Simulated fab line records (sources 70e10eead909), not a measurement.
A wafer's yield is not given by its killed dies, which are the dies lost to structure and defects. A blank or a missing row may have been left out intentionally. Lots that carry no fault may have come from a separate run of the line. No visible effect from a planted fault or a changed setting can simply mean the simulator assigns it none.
Chamber matching + flow nandHarc + NHARC_A_BLC_DESCUM_15 on rieDiel-13 has 4 sister chambers
The step chemistry O2, time 3 s. 4 wafers are shown with their chamber, then 8 later ones without.

## WAFERS PAIRED WITH THEIR CHAMBERS
| wafer  | chamber | showerheadPlenumPTorr (Torr) |
|--------|---------|------------------------------|
| L876.6 | 1       | 1.99                         |
| L885.3 | 2       | 2.02                         |
| L885.4 | 3       | 2.04                         |
| L887.1 | 0       | 2.00                         |

## WAFERS WHOSE CHAMBER IS MISSING
| wafer  | showerheadPlenumPTorr (Torr) |
|--------|------------------------------|
| L887.5 | 2.02                         |
| L887.6 | 2.04                         |
| L889.2 | 2.00                         |
| L889.3 | 1.99                         |
| L889.6 | 2.02                         |
| L891.2 | 2.00                         |
| L891.3 | 2.03                         |
| L891.5 | 1.99                         |

## CHAMBER TAKEN BY EACH
| wafer  | from the rows above     | in truth |
|--------|-------------------------|----------|
| L887.5 | 2                       | 2        |
| L887.6 | 3                       | 3        |
| L889.2 | 0                       | 0        |
| L889.3 | 1                       | 1        |
| L889.6 | 2                       | 2        |
| L891.2 | 0                       | 0        |
| L891.3 | can't be placed: 2 or 3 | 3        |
| L891.5 | 1                       | 1        |
Correct placement for 7 of the 8. Unplaceable from these rows: 1, with the true chamber sitting among the candidates in 1. Wrongly placed: 0.
How it was worked out, from the rows above alone: a wafer's distance from a chamber is the root of the sum, over the readings, of the square of ((its reading less the chamber's mean) divided by the reading's scatter). The wafer belongs to the nearest chamber; if the next one is less than 2 further off, it can't be placed. Each chamber's mean is taken over the wafers shown for it. The scatter: with one shown wafer a chamber, the root of the mean of the squares of how far each hidden wafer lies from its nearest shown one.
